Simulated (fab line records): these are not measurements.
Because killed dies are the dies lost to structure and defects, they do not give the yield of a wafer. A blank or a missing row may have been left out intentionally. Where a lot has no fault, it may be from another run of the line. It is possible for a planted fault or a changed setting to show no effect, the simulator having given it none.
The tool behind it: which one? ; flow n5 finfet ; 12 lots with 36 wafers sampled at 2 steps, on a route of 1938 steps

## WHAT EACH GAUGE READ, for each wafer
N5_BEOL_M0_CUTY_OVL_MEAS_58.
lot;measured;on;M0_ABLK_OVL (nm)
L075;day 6 00:25;overlay-01;0.5 2.0 1.1
L077;day 6 13:27;overlay-02;0.6 1.1 2.2
L080;day 7 01:03;overlay-02;0.7 0.6 0.3
L081;day 7 13:25;overlay-02;0.2 1.1 1.4
L083;day 8 01:50;overlay-02;0.2 -0.3 0.5
L085;day 8 17:36;overlay-01;-0.6 1.4 0.1
L087;day 9 00:47;overlay-02;-0.3 -0.3 -0.1
L089;day 9 12:00;overlay-02;0.5 0.9 0.9
L091;day 10 05:05;overlay-01;0.1 -0.6 1.9
L093;day 10 08:50;overlay-02;0.6 0.5 0.9
L095;day 10 18:33;overlay-02;0.4 -1.2 -0.5
L097;day 11 10:37;overlay-01;1.2 0.8 0.4

## WHICH TOOL RAN EACH LOT (tool, then ch and the chambers of the sampled wafers, then the start)
lot;N5_BEOL_M0_SAQP_SPACER2_ETCHBACK_27
L075;rie diel-02 ch 1,2, day 5 22:19
L077;rie diel-02 ch 0,1,2, day 6 10:52
L080;rie diel-06 ch 0,2,3, day 6 22:50
L081;rie diel-02 ch 1,2, day 7 11:26
L083;rie diel-01 ch 1,2, day 7 23:36
L085;rie diel-06 ch 0,1,3, day 8 15:14
L087;rie diel-06 ch 1,2, day 8 22:36
L089;rie diel-06 ch 1,2,3, day 9 10:02
L091;rie diel-01 ch 0,1,3, day 10 02:35
L093;rie diel-01 ch 1,2,3, day 10 06:46
L095;rie diel-02 ch 2,3, day 10 16:43
L097;rie diel-06 ch 0,1,2, day 11 08:32
- N5_BEOL_M0_SAQP_SPACER2_ETCHBACK_27: etches SiO2 in CHF3/O2, target depth 22.5 nm, time 11.25 s.

## THE ANSWER, worked out from the rows above alone
Rule: the lots themselves supply what counts as usual. Put in order of their means at a reading, lots are off if they are a third of the lots or fewer, leave a main group of 4 or more, and stand apart from it by a gap of 3 or more times the standard deviation of the main group's means; of several such gaps the widest counts. A main group whose means are all the same, to the digits that the tables above print for the reading, isn't used. Also off: a lot with no number at a reading for which 4 or more lots have one. Where the step has rows for the other lots, those lots are counted as sound.
No lot is off on any of the readings shown, so nothing can be concluded from this.

## WHAT HAD BEEN PUT IN BY THE SIMULATOR
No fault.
